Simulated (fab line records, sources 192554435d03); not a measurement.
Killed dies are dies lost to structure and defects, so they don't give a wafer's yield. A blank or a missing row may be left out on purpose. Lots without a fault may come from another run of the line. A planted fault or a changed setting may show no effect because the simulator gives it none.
Chamber matching | flow n5_finfet | N5_BEOL_M15_ETCH_38 on rie_diel-02: 4 sister chambers
The step etches SiCN in CF4/N2, target depth 106.4 nm, time 120.5 s. 4 wafers are shown with their chamber, then 8 later ones without.

WAFERS WITH THEIR CHAMBER
wafer  | chamber | drypump_motor_current_A (A)
L710.3 | 1       | 5.6
L708.3 | 0       | 4.8
L708.6 | 3       | 5.9
L721.1 | 2       | 6.1

WAFERS WITHOUT THEIR CHAMBER
wafer  | drypump_motor_current_A (A)
L721.3 | 4.8
L721.5 | 6.0
L724.1 | 6.1
L724.2 | 4.8
L724.3 | 5.6
L722.1 | 5.9
L722.4 | 4.8
L722.5 | 4.8

WHICH CHAMBER EACH WENT THROUGH
wafer  | from the rows above     | in truth
L721.3 | 0                       | 0
L721.5 | can't be placed: 2 or 3 | 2
L724.1 | 2                       | 2
L724.2 | 0                       | 0
L724.3 | 1                       | 1
L722.1 | 3                       | 3
L722.4 | 0                       | 0
L722.5 | 0                       | 0
Placed correctly: 7 of 8. Can't be placed from these rows: 1 (the true chamber is among the candidates in 1). Placed wrongly: 0.
How it was worked out, from the rows above alone: a wafer's distance from a chamber is the root of the sum, over the readings, of the square of ((its reading less the chamber's mean) divided by the reading's scatter). The wafer belongs to the nearest chamber; if the next one is less than 2 further off, it can't be placed. A chamber's mean is the mean of its shown wafers. The scatter: with one shown wafer a chamber, the root of the mean of the squares of how far each hidden wafer lies from its nearest shown one.
